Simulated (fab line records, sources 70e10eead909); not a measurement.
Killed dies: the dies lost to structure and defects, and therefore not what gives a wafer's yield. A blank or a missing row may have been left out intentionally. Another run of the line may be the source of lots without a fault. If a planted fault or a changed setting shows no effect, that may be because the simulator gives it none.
Matching of chambers || flow nand harc || NHARC_A_CHANNEL_FILL_D1_ETCHBACK_19 on rie si-02 has 4 sister chambers
The step etches the open film in HBr/Cl2, target depth 5 nm, time 1.7 s. 4 wafers are shown with their chamber, then 7 later ones without.

## WAFERS WITH THEIR CHAMBER
{"wafer": "L747.1", "chamber": 0, "drypump motor current A (A)": 5.4}
{"wafer": "L748.3", "chamber": 1, "drypump motor current A (A)": 4.8}
{"wafer": "L754.2", "chamber": 2, "drypump motor current A (A)": 4.8}
{"wafer": "L754.3", "chamber": 3, "drypump motor current A (A)": 6.3}

## WAFERS WITHOUT THEIR CHAMBER
{"wafer": "L754.6", "drypump motor current A (A)": 4.8}
{"wafer": "L755.1", "drypump motor current A (A)": 6.3}
{"wafer": "L755.3", "drypump motor current A (A)": 4.7}
{"wafer": "L755.5", "drypump motor current A (A)": 6.3}
{"wafer": "L764.3", "drypump motor current A (A)": 4.7}
{"wafer": "L764.4", "drypump motor current A (A)": 5.4}
{"wafer": "L764.5", "drypump motor current A (A)": 6.3}

## THE CHAMBER EACH PASSED THROUGH
{"wafer": "L754.6", "from the rows above": "can't be placed: 1 or 2", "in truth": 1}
{"wafer": "L755.1", "from the rows above": 3, "in truth": 3}
{"wafer": "L755.3", "from the rows above": "can't be placed: 1 or 2", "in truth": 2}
{"wafer": "L755.5", "from the rows above": 3, "in truth": 3}
{"wafer": "L764.3", "from the rows above": "can't be placed: 1 or 2", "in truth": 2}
{"wafer": "L764.4", "from the rows above": 0, "in truth": 0}
{"wafer": "L764.5", "from the rows above": 3, "in truth": 3}
Correctly placed: 4 of 7. Unplaceable from these rows: 3, with the true chamber sitting among the candidates in 3. Number placed wrongly: 0.
How it was worked out, from the rows above alone: a wafer's distance from a chamber is the root of the sum, over the readings, of the square of ((its reading less the chamber's mean) divided by the reading's scatter). The wafer belongs to the nearest chamber; if the next one is less than 2 further off, it can't be placed. Each chamber's mean is taken over the wafers shown for it. The scatter: with one shown wafer a chamber, the root of the mean of the squares of how far each hidden wafer lies from its nearest shown one.
